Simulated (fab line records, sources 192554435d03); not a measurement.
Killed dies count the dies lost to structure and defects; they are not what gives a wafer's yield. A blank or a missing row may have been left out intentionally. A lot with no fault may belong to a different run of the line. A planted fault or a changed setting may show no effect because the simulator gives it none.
fab line records	flow n5_finfet
[record] lots = 24	wafers = 72	last_day = 18
route steps=1938 shown HKMG_FIN@461 GATE_CUT@469
lots untouched by any fault: they come from a run of this same line in which no faults occurred
start_h: hours from the record's first day to the start of the lot's first wafer shown	wait_h: hours elapsed since this lot's preceding step	" unchanged from the row above	L1.1+2: one row covering several wafers at once	- no value, or no start given	* or withheld: withheld	< > ~ a bound
route shown NAME@n: NAME is a module with steps in the file, n the number in the route of the first one	usual: mean and standard deviation over wafers with no fault	same: alike in all rows	chamber/n: place in a boat	sites: per-site readings	_std_site: the standard deviation of these	_edge_site: mean of outer sites minus mean of inner sites	radius_mm: how far each site lies from the wafer's centre	mask NAME#n: copy n	behind: tool/chamber where the wafer was last shaped	hold: why the lot was held/for how many hours/how that ended	device: the transistor (n, p or np) that didn't switch	end of line: the tests these same wafers got at the end of their route	a step with no rows: only its recipe	killed: the dies lost at the first sort to structure and to defects; this is not the yield of the wafer	map: a wafer's dies, marking killed ones x, the rest . and places with no die _
set.NAME: the setting that was run; set.NAME@STEP: the one run at that earlier step	model.NAME: the simulator's own value behind a step, which no gauge read
the route's steps for a sample of lots (tables are steps, rows are wafers)
services: from which hour (start_h, from the record's first day; less than 0 if before it) a tool's chamber was out of use, for how many hours, and why
[[steps]]
[step N5_HKMG_FIN_CMP_23]
[recipe] stop_on = SiNx	t_overpolish_s = 10	post_cmp_clean = rinse_only	down_force_psi = 4	platen_rpm = 50.289	pad_velocity_m_s = 1.0006	target_thk_nm = 46.326
[usual] motor_current_A = 11.8/1	overpolish_run_s = 10.00/0.033	time_to_endpoint_s = 11.7/2.5
lot.wafer	tool	chamber	start_h	wait_h	motor_current_A	overpolish_run_s	time_to_endpoint_s
L074.3	cmp-02	3	82.35	0.0	10.1	10.01	13.3
L074.2	"	2	"	"	12.3	10.02	11.4
L074.6	"	3	"	"	10.4	10.02	13.1
L075.2	cmp-02	2	89.02	0.0	12.2	10.00	13.6
L075.6	"	2	"	"	11.0	10.00	9.4
L075.5	"	3	"	"	10.3	10.00	13.9
L076.4	cmp-02	1	93.24	0.0	12.5	10.00	10.2
L076.1	"	3	"	"	10.1	9.99	12.5
L076.6	"	1	"	"	12.0	10.01	10.0
L077.2	cmp-02	1	101.08	0.0	12.1	10.01	9.0
L077.6	"	1	"	"	12.0	10.01	8.5
L077.5	"	2	"	"	11.5	9.98	10.8
L078.3	cmp-03	2	107.36	0.1	13.3	10.01	12.8
L078.1	"	0	"	"	11.7	9.99	11.7
L078.5	"	2	"	"	12.9	10.00	16.7
L079.2	cmp-02	3	112.97	0.0	10.7	10.00	13.7
L079.1	"	0	"	"	10.4	10.01	10.0
L079.4	"	1	"	"	12.1	10.00	5.9
L080.4	cmp-01	1	116.56	0.0	13.8	10.03	12.9
L080.3	"	3	"	"	11.9	10.01	11.2
L080.1	"	0	"	"	12.8	10.00	13.7
L081.3	cmp-01	2	126.80	0.0	11.1	9.99	10.5
L081.1	"	0	"	"	12.3	9.99	11.8
L081.5	"	2	"	"	10.8	10.01	7.9
L082.2	cmp-02	2	130.02	0.0	11.5	10.00	5.8
L082.4	"	1	"	"	11.6	9.99	4.4
L082.6	"	3	"	"	10.3	10.01	9.5
L083.1	cmp-01	1	134.57	0.2	13.7	9.99	13.1
L083.6	"	3	"	"	11.8	9.62	18.6
L083.5	"	0	"	"	12.6	10.02	16.6
L084.3	cmp-02	3	141.22	0.1	10.3	10.01	12.0
L084.4	"	0	"	"	10.3	10.00	11.7
L084.5	"	3	"	"	10.1	9.99	12.2
L085.1	cmp-01	0	143.83	0.1	12.1	10.00	12.6
L085.4	"	2	"	"	11.1	10.01	11.4
L085.5	"	0	"	"	12.6	10.00	10.0
L086.2	cmp-03	0	157.87	0.0	11.8	10.00	14.1
L086.1	"	2	"	"	13.2	10.00	12.7
L086.5	"	1	"	"	12.5	10.00	11.0
L087.4	cmp-02	3	159.95	0.2	10.5	10.00	8.1
L087.3	"	0	"	"	10.5	9.99	7.4
L087.6	"	2	"	"	11.9	10.00	9.7
L088.2	cmp-03	3	165.46	0.1	11.9	10.01	14.4
L088.3	"	0	"	"	12.1	10.01	14.4
L088.5	"	3	"	"	11.6	9.99	11.4
L089.1	cmp-02	2	174.46	0.0	12.3	9.99	11.4
L089.4	"	3	"	"	10.2	9.99	12.5
L089.2	"	0	"	"	11.3	9.99	12.1
L090.4	cmp-03	0	176.95	0.0	12.2	10.00	12.1
L090.3	"	1	"	"	12.4	10.02	12.2
L090.6	"	0	"	"	11.3	10.01	12.9
L091.1	cmp-03	1	184.95	0.0	13.1	10.01	10.9
L091.3	"	3	"	"	11.5	10.00	11.1
L091.4	"	0	"	"	11.6	10.01	9.6
L092.4	cmp-01	3	186.94	0.0	11.4	10.01	15.4
L092.2	"	0	"	"	13.1	10.00	15.4
L092.6	"	0	"	"	12.6	10.01	14.2
L093.2	cmp-02	0	193.43	0.3	10.6	9.99	8.9
L093.5	"	1	"	"	12.2	10.01	7.9
L093.6	"	2	"	"	11.7	9.99	10.9
L094.4	cmp-03	0	200.19	0.1	11.4	9.99	14.0
L094.1	"	2	"	"	13.1	10.00	15.4
L094.6	"	0	"	"	11.3	10.01	11.7
L095.4	cmp-03	3	204.92	0.0	11.4	10.00	12.0
L095.3	"	1	"	"	12.9	9.99	12.0
L095.1	"	2	"	"	13.8	9.99	12.7
L096.4	cmp-03	0	212.78	0.0	11.1	9.98	11.2
L096.2	"	1	"	"	13.0	10.00	11.5
L096.3	"	3	"	"	11.5	10.00	9.1
L097.2	cmp-01	3	216.03	0.0	11.5	10.00	14.4
L097.1	"	0	"	"	12.4	10.01	16.1
L097.6	"	3	"	"	11.7	10.01	16.7
[step N5_GATE_CUT_ETCH_58]
[recipe] chemistry = CH3F/O2	target = SiNx	target_depth_a = 170	time_s = 128.6	ion_energy_ev = 50	pressure_mtorr = 30	source_w = 415	bias_w = 21	Ar_flow_sccm = 150	CH3F_flow_sccm = 30	O2_flow_sccm = 20
[usual] chamber_pressure_mTorr = 29.99/0.034	drypump_motor_current_A = 5.9/0.52	oes_product_au = 0.78/0.092	rf_vpp_V = 99.2/0.97	showerhead_plenum_p_Torr = 2.00/0.07	throttle_valve_pct = 16.28/0.19
lot.wafer	tool	chamber	start_h	wait_h	chamber_pressure_mTorr	drypump_motor_current_A	oes_product_au	rf_hours_counter_h	rf_vpp_V	showerhead_plenum_p_Torr	throttle_valve_pct
L074.2	rie_diel-05	1	83.40	0.0	29.97	5.6	0.79	109	98.8	1.94	16.16
L074.3	"	2	"	"	29.99	6.5	0.98	4	99.9	1.97	16.19
L074.6	"	2	"	"	30.03	6.5	0.97	-	99.8	1.97	16.18
L075.2	rie_diel-02	1	90.05	0.0	29.99	6.2	0.70	229	99.0	1.98	16.64
L075.5	"	2	"	"	29.98	6.7	0.86	-	99.4	2.04	16.50
L075.6	"	1	"	"	29.99	6.2	0.70	-	96.8	1.98	16.64
L076.1	rie_diel-05	2	94.27	0.0	30.00	6.4	0.97	6	96.9	1.97	16.17
L076.4	"	1	"	"	30.00	5.6	0.79	112	98.5	1.94	16.17
L076.6	"	2	"	"	30.00	6.5	0.97	-	99.3	1.97	16.17
L077.2	rie_diel-05	1	102.12	0.0	30.03	5.6	0.79	114	100.4	1.94	16.17
L077.5	"	2	"	"	29.98	6.5	0.95	-	99.6	1.97	16.19
L077.6	"	3	"	"	30.03	6.4	0.83	-	98.7	1.93	16.10
L078.1	rie_diel-04	0	108.32	0.0	29.94	5.4	0.68	224	99.7	2.05	16.71
L078.3	"	2	"	"	29.98	5.7	0.71	213	100.3	2.08	16.37
L078.5	"	3	"	"	30.07	5.5	0.68	-	99.0	1.90	16.28
L079.1	rie_diel-02	3	114.18	0.1	29.94	6.5	0.77	131	99.5	2.01	16.38
L079.2	"	2	"	"	29.95	6.8	0.85	48	99.6	2.03	16.53
L079.4	"	1	"	"	30.01	6.1	0.69	236	99.7	1.98	16.66
L080.1	rie_diel-04	3	117.94	0.3	30.04	5.5	0.68	243	98.9	1.89	16.29
L080.3	"	2	"	"	29.99	5.7	0.71	216	99.8	2.08	16.37
L080.4	"	1	"	"	30.02	5.3	0.68	224	100.4	2.07	16.29
L081.1	rie_diel-05	3	127.96	0.2	30.01	6.3	0.81	80	99.6	1.93	16.11
L081.3	"	1	"	"	30.01	5.6	0.77	122	98.0	1.93	16.18
L081.5	"	2	"	"	30.02	6.4	0.94	-	98.7	1.97	16.21
L082.2	rie_diel-05	0	131.06	0.0	29.97	5.5	0.72	196	100.0	2.06	16.25
L082.4	"	3	"	"	29.93	6.3	0.82	80	99.9	1.93	16.12
L082.6	"	2	"	"	29.97	6.5	0.93	-	98.6	1.97	16.22
L083.1	rie_diel-05	3	135.50	0.1	30.02	6.3	0.81	82	97.6	1.93	16.12
L083.5	"	0	"	"	30.03	5.5	0.72	-	99.8	2.06	16.25
L083.6	"	3	"	"	29.96	6.3	0.80	-	99.1	1.93	16.13
L084.3	rie_diel-05	2	142.17	0.0	29.98	6.5	0.92	21	98.5	1.97	16.21
L084.4	"	1	"	"	30.06	5.6	0.78	126	97.9	1.93	16.16
L084.5	"	0	"	"	29.98	5.4	0.72	-	99.3	2.06	16.24
L085.1	rie_diel-02	3	144.78	0.0	30.08	6.5	0.77	139	98.8	2.00	16.40
L085.4	"	0	"	"	29.97	5.0	0.70	240	98.5	1.87	16.37
L085.5	"	3	"	"	29.82	6.5	0.77	-	100.7	2.00	16.40
L086.1	rie_diel-02	3	159.01	0.1	30.02	6.5	0.77	143	99.6	2.00	16.43
L086.2	"	0	"	"	29.96	5.0	0.70	245	97.9	1.87	16.38
L086.5	"	3	"	"	30.02	6.5	0.78	-	99.0	2.00	16.39
L087.3	rie_diel-04	0	161.46	0.3	30.02	5.4	0.68	243	100.6	2.05	16.77
L087.4	"	2	"	"	30.01	5.7	0.70	232	99.4	2.07	16.41
L087.6	"	0	"	"	29.98	5.4	0.67	-	99.6	2.05	16.77
L088.2	rie_diel-02	3	166.41	0.0	29.98	6.5	0.77	147	100.8	2.00	16.40
L088.3	"	0	"	"	30.00	5.0	0.69	248	99.1	1.87	16.39
L088.5	"	3	"	"	29.97	6.4	0.77	-	97.5	2.00	16.42
L089.1	rie_diel-05	3	175.54	0.1	30.02	6.3	0.79	96	97.4	1.92	16.14
L089.2	"	1	"	"	29.98	5.6	0.76	136	98.4	1.93	16.21
L089.4	"	2	"	"	30.01	6.5	0.89	32	97.7	1.97	16.25
L090.3	rie_diel-04	3	177.99	0.0	30.01	5.5	0.94	8	100.8	2.14	15.85
L090.4	"	2	"	"	29.98	5.7	0.69	236	100.1	2.07	16.42
L090.6	"	2	"	"	30.03	5.7	0.69	-	100.6	2.07	16.39
L091.1	rie_diel-05	0	185.98	0.0	29.99	5.5	0.71	210	98.4	2.06	16.26
L091.3	"	1	"	"	30.00	5.6	0.77	139	99.0	1.93	16.21
L091.4	"	2	"	"	29.97	6.4	0.91	35	100.7	1.96	16.22
L092.2	rie_diel-05	1	187.98	0.0	29.99	5.6	0.77	139	99.5	1.93	16.19
L092.4	"	3	"	"	30.01	6.3	0.79	99	98.7	1.92	16.16
L092.6	"	2	"	"	29.94	6.5	0.90	-	99.3	1.96	16.24
L093.2	rie_diel-05	1	194.22	0.0	30.01	5.6	0.76	141	99.5	1.93	16.21
L093.5	"	0	"	"	30.04	5.4	0.70	-	97.7	2.06	16.27
L093.6	"	1	"	"	29.98	5.6	0.76	-	99.9	1.93	16.21
L094.1	rie_diel-04	1	201.14	0.0	29.95	5.3	0.68	250	98.6	2.06	16.32
L094.4	"	1	"	"	29.97	5.3	0.68	-	99.7	2.06	16.35
L094.6	"	2	"	"	29.94	5.7	0.70	-	99.0	2.07	16.44
L095.1	rie_diel-02	3	205.98	0.1	29.97	6.4	0.75	163	99.2	1.99	16.43
L095.3	"	0	"	"	29.95	5.0	1.03	1	100.3	2.11	15.89
L095.4	"	1	"	"	29.96	6.2	0.92	7	98.9	1.97	16.21
L096.2	rie_diel-04	1	214.19	0.3	30.00	5.3	0.67	255	98.8	2.06	16.33
L096.3	"	3	"	"	30.01	5.5	0.91	22	100.9	2.13	15.88
L096.4	"	3	"	"	29.99	5.5	0.91	-	98.7	2.13	15.88
L097.1	rie_diel-05	0	217.16	0.0	30.01	5.4	0.70	220	98.7	2.05	16.27
L097.2	"	1	"	"	30.04	5.6	0.75	148	98.4	1.92	16.23
L097.6	"	1	"	"	29.99	5.6	0.76	-	98.4	1.93	16.22
[step N5_GATE_CUT_SAC_CAP_01]
[recipe] material = SiNx	target_thk_a = 240	temp_c = 400	ald_precursor_family = SiH2I2	ald_co_reactant = N2/H2-plasma	pulse_time_s = 1	ald_cycles = 480	purge_time_s = 2	co_reactant_purge_time_s = 2	pressure_torr = 2
[usual] chamber_pressure_Torr = 2.000/0.004	heater_power_w = 841/110	precursor_pulse_height_rel = 0.996/0.02
lot.wafer	tool	chamber	start_h	wait_h	chamber_pressure_Torr	heater_power_w	precursor_pulse_height_rel
L074.2	ald_sin-01	1	83.73	0.0	1.997	702	1.026
L074.3	"	0	"	"	1.992	708	0.997
L074.6	"	2	84.81	1.1	2.002	960	1.015
L075.2	ald_sin-03	0	90.52	0.2	2.002	742	1.033
L075.5	"	0	91.61	1.3	1.999	735	1.013
L075.6	"	3	"	"	2.008	927	1.027
L076.1	ald_sin-02	3	94.59	0.0	1.998	723	0.999
L076.4	"	2	"	"	2.004	837	0.996
L076.6	"	0	95.68	1.1	1.996	887	0.975
L077.2	ald_sin-02	2	102.78	0.4	2.001	856	1.012
L077.5	"	1	103.86	1.5	2.001	1013	0.981
L077.6	"	0	"	"	1.997	903	1.003
L078.1	ald_sin-02	0	108.63	0.0	2.002	894	1.006
L078.3	"	2	"	"	1.998	846	0.970
L078.5	"	0	109.72	1.1	2.004	902	0.962
L079.1	ald_sin-03	1	114.50	0.0	1.996	914	1.007
L079.2	"	0	"	"	1.995	757	0.985
L079.4	"	2	"	"	2.001	639	1.005
L080.1	ald_sin-02	3	118.61	0.4	2.002	721	1.004
L080.3	"	0	"	"	2.002	875	0.987
L080.4	"	2	"	"	1.999	841	0.996
L081.1	ald_sin-02	2	128.28	0.0	2.003	850	1.002
L081.3	"	3	"	"	2.002	724	1.008
L081.5	"	2	129.37	1.1	2.002	830	0.979
L082.2	ald_sin-02	3	131.40	0.0	1.997	728	0.976
L082.4	"	0	"	"	1.990	890	1.019
L082.6	"	2	132.48	1.1	1.998	848	0.999
L083.1	ald_sin-01	3	135.83	0.0	1.988	893	0.967
L083.5	"	3	136.91	1.1	1.993	938	0.990
L083.6	"	2	"	"	1.995	966	0.966
L084.3	ald_sin-01	3	142.49	0.0	1.995	912	0.979
L084.4	"	0	"	"	1.998	739	1.011
L084.5	"	2	143.58	1.1	2.006	930	0.956
L085.1	ald_sin-02	1	145.17	0.1	2.004	995	0.990
L085.4	"	0	"	"	2.000	887	0.995
L085.5	"	2	146.26	1.2	1.997	846	1.008
L086.1	ald_sin-03	2	159.33	0.0	1.997	643	0.979
L086.2	"	1	"	"	2.005	937	1.006
L086.5	"	3	160.41	1.1	1.997	910	0.986
L087.3	ald_sin-01	1	161.99	0.2	2.000	698	0.996
L087.4	"	3	"	"	1.999	907	1.002
L087.6	"	2	163.08	1.3	1.998	944	1.001
L088.2	ald_sin-02	0	167.31	0.6	1.998	865	0.985
L088.3	"	3	"	"	2.000	733	0.981
L088.5	"	2	168.40	1.7	2.000	820	0.997
L089.1	ald_sin-03	3	175.86	0.0	1.997	918	0.986
L089.2	"	1	"	"	1.999	892	1.043
L089.4	"	2	"	"	1.997	624	0.968
L090.3	ald_sin-01	1	178.33	0.0	2.004	674	1.006
L090.4	"	2	"	"	2.002	936	0.972
L090.6	"	3	179.42	1.1	2.000	911	0.957
L091.1	ald_sin-03	3	186.30	0.0	2.003	918	1.013
L091.3	"	1	"	"	1.994	929	1.017
L091.4	"	2	"	"	2.001	631	0.987
L092.2	ald_sin-03	3	188.47	0.2	1.999	927	1.006
L092.4	"	0	189.56	1.3	2.000	752	0.966
L092.6	"	2	"	"	2.004	646	1.013
L093.2	ald_sin-03	3	194.54	0.0	2.009	917	1.000
L093.5	"	3	195.63	1.1	2.000	924	1.016
L093.6	"	2	"	"	1.989	637	1.004
L094.1	ald_sin-02	1	202.22	0.8	1.997	970	0.984
L094.4	"	0	"	"	1.998	857	1.000
L094.6	"	1	203.30	1.9	2.002	965	1.009
L095.1	ald_sin-03	1	206.45	0.2	1.999	928	1.024
L095.3	"	3	"	"	1.999	921	0.973
L095.4	"	2	"	"	2.000	643	1.012
L096.2	ald_sin-03	3	214.51	0.0	2.001	949	1.022
L096.3	"	0	"	"	1.996	750	1.034
L096.4	"	1	"	"	1.999	923	0.973
L097.1	ald_sin-01	0	217.48	0.0	2.003	745	1.017
L097.2	"	2	"	"	1.998	949	0.985
L097.6	"	2	218.57	1.1	1.996	964	0.989
[step N5_GATE_CUT_INSPECT_15]
[recipe] mode = adi	inspect_instrument = brightfield
[usual] raw_defect_count = 139/48
lot.wafer	tool	chamber	start_h	wait_h	raw_defect_count
L074.2	defect_inspect-01	-	86.77	0.0	219
L074.3	"	-	"	"	192
L074.6	"	-	"	"	182
L075.2	defect_inspect-02	-	93.69	0.0	154
L075.5	"	-	"	"	130
L075.6	"	-	"	"	94
L076.1	defect_inspect-02	-	97.64	0.1	73
L076.4	"	-	"	"	69
L076.6	"	-	"	"	82
L077.2	defect_inspect-01	-	106.08	0.0	178
L077.5	"	-	"	"	131
L077.6	"	-	"	"	148
L078.1	defect_inspect-01	-	111.66	0.1	103
L078.3	"	-	"	"	96
L078.5	"	-	"	"	98
L079.1	defect_inspect-02	-	117.53	0.1	148
L079.2	"	-	"	"	190
L079.4	"	-	"	"	166
L080.1	defect_inspect-02	-	121.76	0.1	203
L080.3	"	-	"	"	147
L080.4	"	-	"	"	130
L081.1	defect_inspect-02	-	131.31	0.1	301
L081.3	"	-	"	"	157
L081.5	"	-	"	"	175
L082.2	defect_inspect-02	-	134.58	0.0	93
L082.4	"	-	"	"	107
L082.6	"	-	"	"	101
L083.1	defect_inspect-02	-	138.98	0.1	154
L083.5	"	-	"	"	100
L083.6	"	-	"	"	136
L084.3	defect_inspect-02	-	145.66	0.0	107
L084.4	"	-	"	"	114
L084.5	"	-	"	"	65
L085.1	defect_inspect-01	-	148.32	0.1	146
L085.4	"	-	"	"	206
L085.5	"	-	"	"	174
L086.1	defect_inspect-02	-	162.35	0.1	132
L086.2	"	-	"	"	87
L086.5	"	-	"	"	129
L087.3	defect_inspect-01	-	165.02	0.0	102
L087.4	"	-	"	"	154
L087.6	"	-	"	"	104
L088.2	defect_inspect-02	-	170.34	0.0	228
L088.3	"	-	"	"	319
L088.5	"	-	"	"	146
L089.1	defect_inspect-02	-	179.01	0.1	111
L089.2	"	-	"	"	190
L089.4	"	-	"	"	106
L090.3	defect_inspect-01	-	181.48	0.0	132
L090.4	"	-	"	"	175
L090.6	"	-	"	"	127
L091.1	defect_inspect-02	-	189.32	0.1	141
L091.3	"	-	"	"	110
L091.4	"	-	"	"	175
L092.2	defect_inspect-01	-	191.50	0.0	108
L092.4	"	-	"	"	97
L092.6	"	-	"	"	92
L093.2	defect_inspect-02	-	197.69	0.0	99
L093.5	"	-	"	"	92
L093.6	"	-	"	"	101
L094.1	defect_inspect-02	-	205.36	0.1	138
L094.4	"	-	"	"	156
L094.6	"	-	"	"	115
L095.1	defect_inspect-02	-	209.60	0.1	121
L095.3	"	-	"	"	175
L095.4	"	-	"	"	107
L096.2	defect_inspect-02	-	217.55	0.0	119
L096.3	"	-	"	"	125
L096.4	"	-	"	"	86
L097.1	defect_inspect-01	-	220.52	0.1	173
L097.2	"	-	"	"	155
L097.6	"	-	"	"	100
[step N5_GATE_CUT_STRIP_21]
[recipe] chemistry = N2/H2	time_s = 30	power_w = 1000	temp_c = 250	pressure_mtorr = withheld	n2_flow_sccm = 1750	h2_flow_sccm = 3250
[usual] drypump_motor_current_A = 5.9/0.37	heater_power_w = 325/23	temp_c = 250.01/0.19
lot.wafer	tool	chamber	start_h	wait_h	drypump_motor_current_A	heater_power_w	rf_hours_counter_h	temp_c
L074.2	plasma_asher-02	0	87.49	0.0	5.3	303	94	249.95
L074.3	"	0	"	"	5.3	308	-	249.71
L074.6	"	1	"	"	5.5	349	-	249.72
L075.2	plasma_asher-01	0	94.41	0.0	6.2	301	40	249.89
L075.5	"	1	"	"	6.1	349	-	249.92
L075.6	"	0	"	"	6.2	303	-	249.86
L076.1	plasma_asher-01	1	98.46	0.0	6.1	335	41	250.04
L076.4	"	1	"	"	6.1	331	-	250.05
L076.6	"	0	"	"	6.2	295	-	249.96
L077.2	plasma_asher-01	1	106.80	0.0	6.1	336	43	249.98
L077.5	"	0	"	"	6.2	301	-	249.97
L077.6	"	1	"	"	6.1	337	-	250.01
L078.1	plasma_asher-01	0	112.49	0.0	6.2	301	44	250.01
L078.3	"	1	"	"	6.1	339	-	250.00
L078.5	"	1	"	"	6.1	339	-	250.32
L079.1	plasma_asher-02	0	118.25	0.0	5.3	313	101	249.78
L079.2	"	1	"	"	5.5	358	101	249.92
L079.4	"	0	"	"	5.3	301	-	250.07
L080.1	plasma_asher-02	0	122.48	0.0	5.3	303	102	250.17
L080.3	"	1	"	"	5.5	361	-	249.80
L080.4	"	0	"	"	5.3	312	-	250.01
L081.1	plasma_asher-01	0	132.03	0.0	6.2	290	45	250.53
L081.3	"	0	"	"	6.2	305	-	250.24
L081.5	"	0	"	"	6.2	304	-	250.26
L082.2	plasma_asher-01	0	135.29	0.0	6.2	309	46	250.21
L082.4	"	0	"	"	6.2	298	-	250.20
L082.6	"	0	"	"	6.2	299	-	250.48
L083.1	plasma_asher-02	1	139.69	0.0	5.4	361	108	249.90
L083.5	"	1	"	"	5.5	361	-	250.27
L083.6	"	0	"	"	5.3	305	-	250.04
L084.3	plasma_asher-01	1	146.40	0.1	6.1	340	-	249.78
L084.4	"	0	"	"	6.2	301	-	249.96
L084.5	"	0	"	"	6.2	303	-	250.23
L085.1	plasma_asher-01	1	149.09	0.0	6.1	335	48	249.74
L085.4	"	0	"	"	6.2	297	-	249.85
L085.5	"	1	"	"	6.1	331	-	249.85
L086.1	plasma_asher-02	1	163.43	0.1	5.4	358	112	249.77
L086.2	"	0	"	"	5.3	312	112	249.45
L086.5	"	0	"	"	5.3	306	-	249.54
L087.3	plasma_asher-01	0	165.76	0.1	6.2	302	-	250.36
L087.4	"	1	"	"	6.1	341	-	250.40
L087.6	"	1	"	"	6.1	338	-	249.96
L088.2	plasma_asher-02	1	171.05	0.0	5.4	355	113	250.26
L088.3	"	0	"	"	5.3	321	-	250.40
L088.5	"	0	"	"	5.3	306	-	250.18
L089.1	plasma_asher-01	0	179.73	0.0	6.2	299	56	250.14
L089.2	"	1	"	"	6.1	344	56	250.19
L089.4	"	0	"	"	6.2	308	-	250.24
L090.3	plasma_asher-02	0	182.22	0.1	5.3	311	-	250.15
L090.4	"	1	"	"	5.4	362	-	250.01
L090.6	"	0	"	"	5.2	303	-	250.04
L091.1	plasma_asher-01	0	190.04	0.0	6.2	298	58	249.83
L091.3	"	0	"	"	6.2	299	-	249.78
L091.4	"	1	"	"	6.1	345	-	250.30
L092.2	plasma_asher-01	1	192.21	0.0	6.1	329	59	249.99
L092.4	"	0	"	"	6.2	299	-	249.96
L092.6	"	0	"	"	6.2	305	-	250.15
L093.2	plasma_asher-01	1	198.41	0.0	6.1	347	59	249.93
L093.5	"	1	"	"	6.1	339	-	249.94
L093.6	"	0	"	"	6.2	298	-	249.94
L094.1	plasma_asher-01	0	206.08	0.0	6.2	307	61	249.92
L094.4	"	1	"	"	6.1	345	-	249.93
L094.6	"	0	"	"	6.2	303	-	250.09
L095.1	plasma_asher-01	1	210.32	0.0	6.1	341	62	250.07
L095.3	"	1	"	"	6.1	346	-	250.06
L095.4	"	0	"	"	6.2	303	-	250.04
L096.2	plasma_asher-01	1	218.53	0.1	6.1	342	63	250.23
L096.3	"	0	"	"	6.2	294	-	250.19
L096.4	"	1	"	"	6.1	350	-	249.97
L097.1	plasma_asher-01	1	221.25	0.0	6.1	338	64	249.94
L097.2	"	0	"	"	6.2	304	64	249.63
L097.6	"	1	"	"	6.1	335	-	249.88
[step N5_GATE_CUT_CMP_43]
[recipe] material = SiO2	post_cmp_clean = rinse_only
[usual] motor_current_A = 12.0/1.1
lot.wafer	tool	chamber	start_h	wait_h	motor_current_A
L074.3	cmp-01	1	89.83	0.2	14.5
L074.2	"	2	"	"	10.7
L074.6	"	3	"	"	12.2
L075.2	cmp-02	2	96.85	0.2	12.2
L075.6	"	0	"	"	10.2
L075.5	"	1	"	"	12.7
L076.1	cmp-01	0	101.15	0.1	12.6
L076.4	"	2	"	"	11.3
L076.6	"	3	"	"	11.8
L077.2	cmp-04	0	108.92	0.2	12.8
L077.5	"	3	"	"	12.2
L077.6	"	0	"	"	11.9
L078.1	cmp-01	2	114.53	0.1	10.5
L078.3	"	0	"	"	12.6
L078.5	"	2	"	"	11.0
L079.2	cmp-01	2	120.65	0.0	10.8
L079.1	"	3	"	"	11.5
L079.4	"	1	"	"	14.6
L080.1	cmp-01	1	124.44	0.0	13.9
L080.3	"	3	"	"	11.2
L080.4	"	0	"	"	13.1
L081.3	cmp-02	3	134.00	0.0	10.9
L081.1	"	2	"	"	11.7
L081.5	"	0	"	"	10.0
L082.2	cmp-04	0	137.26	0.0	11.9
L082.4	"	3	"	"	12.3
L082.6	"	1	"	"	11.3
L083.1	cmp-04	2	141.82	0.2	12.2
L083.6	"	0	"	"	12.3
L083.5	"	1	"	"	11.3
L084.4	cmp-01	1	149.39	0.1	14.5
L084.3	"	2	"	"	10.5
L084.5	"	0	"	"	12.5
L085.1	cmp-01	3	151.14	0.1	11.4
L085.4	"	0	"	"	12.7
L085.5	"	2	"	"	11.0
L086.1	cmp-04	3	165.46	0.0	12.4
L086.2	"	1	"	"	12.0
L086.5	"	0	"	"	12.8
L087.3	cmp-04	0	167.79	0.1	12.6
L087.4	"	1	"	"	11.2
L087.6	"	3	"	"	12.1
L088.3	cmp-01	3	173.18	0.2	11.6
L088.2	"	0	"	"	12.7
L088.5	"	2	"	"	10.7
L089.1	cmp-02	2	182.32	0.0	12.7
L089.2	"	3	"	"	10.6
L089.4	"	1	"	"	11.5
L090.3	cmp-04	0	184.38	0.1	11.9
L090.4	"	2	"	"	11.8
L090.6	"	3	"	"	12.1
L091.3	cmp-01	3	192.70	0.0	11.5
L091.1	"	0	"	"	11.9
L091.4	"	2	"	"	10.7
L092.2	cmp-01	1	194.18	0.0	14.7
L092.4	"	2	"	"	10.8
L092.6	"	2	"	"	11.0
L093.2	cmp-04	1	200.61	0.3	11.5
L093.5	"	2	"	"	11.9
L093.6	"	3	"	"	12.3
L094.4	cmp-01	0	208.05	0.0	12.4
L094.1	"	2	"	"	10.8
L094.6	"	0	"	"	13.2
L095.4	cmp-02	1	212.28	0.0	12.4
L095.1	"	3	"	"	10.2
L095.3	"	0	"	"	10.5
L096.4	cmp-04	0	220.72	0.0	11.9
L096.3	"	1	"	"	10.9
L096.2	"	2	"	"	12.4
L097.2	cmp-02	0	223.24	0.0	10.9
L097.1	"	1	"	"	12.1
L097.6	"	1	"	"	12.1
[[services]]
tool	chamber	start_h	hours	kind
ald_sin-03	0	59.67	15.9	repair
ald_sin-03	-	61.54	6.1	pm
plasma_asher-01	-	66.64	4.5	repair
ald_sin-03	3	76.69	9.6	repair
rie_diel-05	-	77.98	2.8	pm
cmp-02	-	86.96	1.6	repair
cmp-03	-	92.40	3.5	pm
ald_sin-03	0	95.77	2.0	repair
cmp-02	-	102.67	6.4	pm
cmp-04	-	111.92	6.0	pm
cmp-01	-	118.04	1.8	repair
plasma_asher-01	-	119.53	9.3	repair
cmp-03	-	127.85	4.0	pm
ald_sin-02	-	139.72	0.6	repair
cmp-03	-	141.38	0.2	repair
cmp-02	-	145.88	3.5	pm
rie_diel-05	0	149.93	9.9	repair
cmp-04	-	152.57	1.3	repair
cmp-04	-	176.96	4.8	pm
ald_sin-02	-	177.33	14.0	pm
cmp-02	-	179.48	2.3	repair
cmp-03	-	219.00	2.2	repair
cmp-01	-	221.34	4.7	pm
cmp-04	-	223.57	4.0	pm
[[key]]
fault none
